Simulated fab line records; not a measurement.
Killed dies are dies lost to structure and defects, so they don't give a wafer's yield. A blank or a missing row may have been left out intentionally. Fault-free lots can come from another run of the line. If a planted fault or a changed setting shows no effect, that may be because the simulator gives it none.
A lot that was struck, set against a sound lot / flow n5-finfet / 16 out of 1938 route steps
Sound: the wafers L599.2, L599.3, L599.4. Struck: wafer L601.6. (L601.2 of the same lot was not struck and is left out.) The cause comes at the end.
Per side, at each step with rows, come the tool, then ch with its chambers, and then its first start. Under that, the readings that differ: sound wafers / struck wafers / difference of the means / sigmas: that difference in standard deviations of wafers without a fault.
alike: words and numbers the same on both sides, and readings whose means are apart by under 2 such deviations; not compared: readings that were withheld, readings missing a value for some wafer, numbers with overlapping values and no deviation given by the record, and bounds like >300 which may hide the same value.
A row with sigmas, a row that says differs or no value, or rows on one side alone: a step with any of these is where the two part. Numbers that don't overlap but have no deviation are shown without sigmas and don't part them. A reading that every wafer of one side lacks parts them only if that side has two wafers or more.

first, 2 steps without rows for these wafers: N5_BEOL_M4_DESCUM_33 (chemistry O2, time 7 s); N5_BEOL_M4_ETCH_77 (etches underlayer in N2/H2, target depth 6.5 nm, time 5.2 s).
N5_BEOL_M4_ETCH_69: etches SiARC in CF4, target depth 15.6 nm, time 26 s.
  sound on rie-diel-06 ch 0,1,2, day 11 00:49; struck on rie-diel-02 ch 1, day 12 03:42
reading=etch-rf-on-time-s (s); sound=26.5 26.0 25.5; struck=27.5; difference=+1.5; sigmas=+2
  alike: drypump-motor-current-A, mfc-ar-sccm, oes-product-au, rf-vpp-V, showerhead-plenum-p-Torr, throttle-valve-pct
  not compared: rf-hours-counter-h
N5_BEOL_M4_ALD_98: deposits SiO2, target thk 2.5 nm, pulse time 1 s, co reactant pulse time 1 s.
  sound on ald-sin-02 ch 0,1,3, day 11 00:54; struck on ald-sin-02 ch 3, day 12 03:47
  alike: heater-power-w, precursor-pulse-height-rel
then, 1 step without rows for these wafers: N5_BEOL_M4_ETCHBACK_99 (etches SiO2 in CHF3, target depth 5 nm, time 10.4 s).
N5_BEOL_M4_ETCH_70: etches SOC in N2/H2, target depth 80 nm, overetch 24 nm, time 130 s.
  sound on rie-diel-01 ch 0,1,2, day 11 02:44; struck on rie-diel-01 ch 1, day 12 08:18
  alike: drypump-motor-current-A, h2-flow-sccm, oes-product-au, rf-vpp-V, showerhead-plenum-p-Torr, throttle-valve-pct
  not compared: rf-hours-counter-h
then, 2 steps without rows for these wafers: N5_BEOL_M4_STRIP_71 (strips in N2/H2); N5_BEOL_M4_STRIP_78 (strips in N2/H2).
N5_BEOL_M4_VIA_ETCH_34: etches the open film in C4F6/O2, target depth 69.4 nm, time 65.9 s.
  sound on rie-diel-01 ch 0,1,2, day 11 02:50; struck on rie-diel-01 ch 1, day 12 08:25
  alike: drypump-motor-current-A, mfc-ar-sccm, oes-product-au, rf-vpp-V, showerhead-plenum-p-Torr, throttle-valve-pct
  not compared: rf-hours-counter-h
then, 1 step without rows for these wafers: N5_BEOL_M4_STRIP_83 (strips in C4F6/O2).
N5_BEOL_M4_STRIP_36: strips in N2/H2.
  sound on rie-diel-01 ch 0,1,2, day 11 02:53; struck on rie-diel-01 ch 1, day 12 08:28
  alike: drypump-motor-current-A, h2-flow-sccm, oes-product-au, rf-vpp-V, showerhead-plenum-p-Torr, throttle-valve-pct
  not compared: rf-hours-counter-h
then, 1 step without rows for these wafers: N5_BEOL_M4_TRENCH_ETCH_37 (etches SiOC in C4F6/O2, target depth 55.555 nm, time 29.2 s).
N5_BEOL_M4_ETCH_41: etches SiCN in CH3F/O2, target depth 29.9 nm, time 52.5 s.
  sound on rie-diel-01 ch 0,1,2, day 11 02:58; struck on rie-diel-01 ch 1, day 12 08:32
reading=model.etch.depth-nm (nm); sound=19.05 20.37 20.19; struck=17.09; difference=-2.78; sigmas=
  alike: drypump-motor-current-A, mfc-ar-sccm, oes-product-au, rf-vpp-V, showerhead-plenum-p-Torr, throttle-valve-pct
  not compared: rf-hours-counter-h
then, 1 step without rows for these wafers: N5_BEOL_M4_STRIP_97 (strips in N2/H2, time 10 s).
N5_BEOL_M4_RC_MEAS_101:
  sound on prober-02 ch 0, day 11 07:08; struck on prober-01 ch 0, day 12 14:52
reading=IOFF_P (nA/um); sound=0.23 0.27 0.25; struck=0.16; difference=-0.09; sigmas=-2
reading=ION_N (uA/um); sound=689 690 686; struck=666; difference=-22; sigmas=-2
reading=ION_P (uA/um); sound=477 472 471; struck=456; difference=-17; sigmas=-2
reading=VT_P (mV); sound=-245 -245 -246; struck=-254; difference=-9; sigmas=-3
  alike: DIBL_N, DIBL_P, IOFF_N, SS_N, SS_P, VT_N
N5_PASSIVATION_PROBE_49:
  the record holds rows for the sound wafers here (prober-01, day 15 16:55) but none for the struck ones

## WHERE THEY PART
Earliest at N5_BEOL_M4_ETCH_69; latest, in this record, at N5_PASSIVATION_PROBE_49.

WHY: the cause the simulator had injected
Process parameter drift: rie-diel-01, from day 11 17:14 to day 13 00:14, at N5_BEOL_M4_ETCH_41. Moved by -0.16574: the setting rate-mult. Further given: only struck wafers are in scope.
